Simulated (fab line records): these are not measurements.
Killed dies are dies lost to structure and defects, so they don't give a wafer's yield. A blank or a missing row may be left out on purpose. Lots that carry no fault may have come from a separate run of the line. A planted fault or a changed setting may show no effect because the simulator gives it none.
Which tool was responsible? | flow nand harc | route of 1159 steps, sampled at 1 step: 12 lots, 36 wafers

WHAT EACH GAUGE READ, for each wafer
NHARC_A_M0_CD_MEAS_09: the cd target is 80 nm.
lot  | measured     | on        | cd nm (nm)
L076 | day 18 03:50 | cd sem-02 | 80.0 79.7 80.3
L077 | day 18 15:41 | cd sem-01 | 79.6 80.0 80.0
L078 | day 19 02:26 | cd sem-02 | 80.0 79.6 79.2
L081 | day 19 11:59 | cd sem-02 | 79.7 79.2 78.6
L083 | day 20 00:48 | cd sem-01 | 80.2 79.7 79.8
L088 | day 20 08:31 | cd sem-02 | 80.1 80.4 79.8
L086 | day 20 13:05 | cd sem-01 | 79.6 79.3 78.9
L089 | day 21 12:50 | cd sem-02 | 78.2 78.6 78.4
L090 | day 21 19:06 | cd sem-01 | 78.6 79.1 79.8
L093 | day 22 03:33 | cd sem-01 | 79.6 78.7 79.8
L095 | day 22 12:38 | cd sem-02 | 79.3 80.1 80.4
L097 | day 23 23:09 | cd sem-02 | 79.0 79.4 78.8

WHAT TOOL EACH LOT RAN ON (gives the tool, then ch and the chambers of the sampled wafers, and finally the start)
There is no process step in the record ahead of these readings.

THE ANSWER, worked out from the rows above alone
Rule: the usual values come from the lots themselves. The widest of any qualifying gaps counts: lots, ordered by their means at a reading, are off when they make up no more than a third of the lots, leave a main group of 4 or more, and stand apart from it by 3 or more times the standard deviation of that group's means. If all means in a main group match to the digits the tables above print for the reading, that group is not used. A lot without any number at a reading at which 4 lots or more have one is off too. Where the step has rows for the other lots, those lots are counted as sound.
No lot is off on any of the readings shown, so nothing can be concluded from this.

WHAT HAD BEEN PUT IN BY THE SIMULATOR
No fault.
